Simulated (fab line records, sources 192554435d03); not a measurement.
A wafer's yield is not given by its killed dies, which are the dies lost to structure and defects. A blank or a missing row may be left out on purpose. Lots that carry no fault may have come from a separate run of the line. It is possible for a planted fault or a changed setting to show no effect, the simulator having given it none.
Matching of chambers	flow n5 finfet	3 sister chambers for N5_BEOL_M0_SAQP_PECVD_00 on pecvd-01
The step deposits SiCN from 3MS/NH3, target thk 8 nm, time 14 s. 3 wafers are shown with their chamber, then 7 later ones without.

WAFERS, EACH WITH ITS CHAMBER
wafer	chamber	showerhead plenum p Torr (Torr)
L083.5	0	3.651
L089.4	2	3.673
L092.2	1	3.648

WAFERS WITHOUT THEIR CHAMBER
wafer	showerhead plenum p Torr (Torr)
L092.4	3.634
L093.1	3.651
L093.3	3.655
L093.4	3.665
L097.1	3.653
L097.4	3.660
L097.6	3.640

WHICH CHAMBER EACH ONE RAN IN
wafer	from the rows above	in truth
L092.4	can't be placed: 1 or 0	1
L093.1	can't be placed: 0 or 1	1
L093.3	can't be placed: 0 or 1 or 2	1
L093.4	can't be placed: 2 or 0 or 1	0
L097.1	can't be placed: 0 or 1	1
L097.4	can't be placed: 0 or 1 or 2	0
L097.6	can't be placed: 1 or 0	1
Correct placement for 0 of the 7. Unplaceable from these rows: 7, with the true chamber sitting among the candidates in 7. Wrongly placed: 0.
How it was worked out, from the rows above alone: a wafer's distance from a chamber is the root of the sum, over the readings, of the square of ((its reading less the chamber's mean) divided by the reading's scatter). If the next closest chamber is less than 2 further off than the closest, the wafer can't be placed; otherwise it belongs to the closest. Each chamber's mean is taken over the wafers shown for it. The scatter (one wafer shown for each chamber): square how far every hidden wafer sits from the nearest shown wafer, average those squares and take the square root.
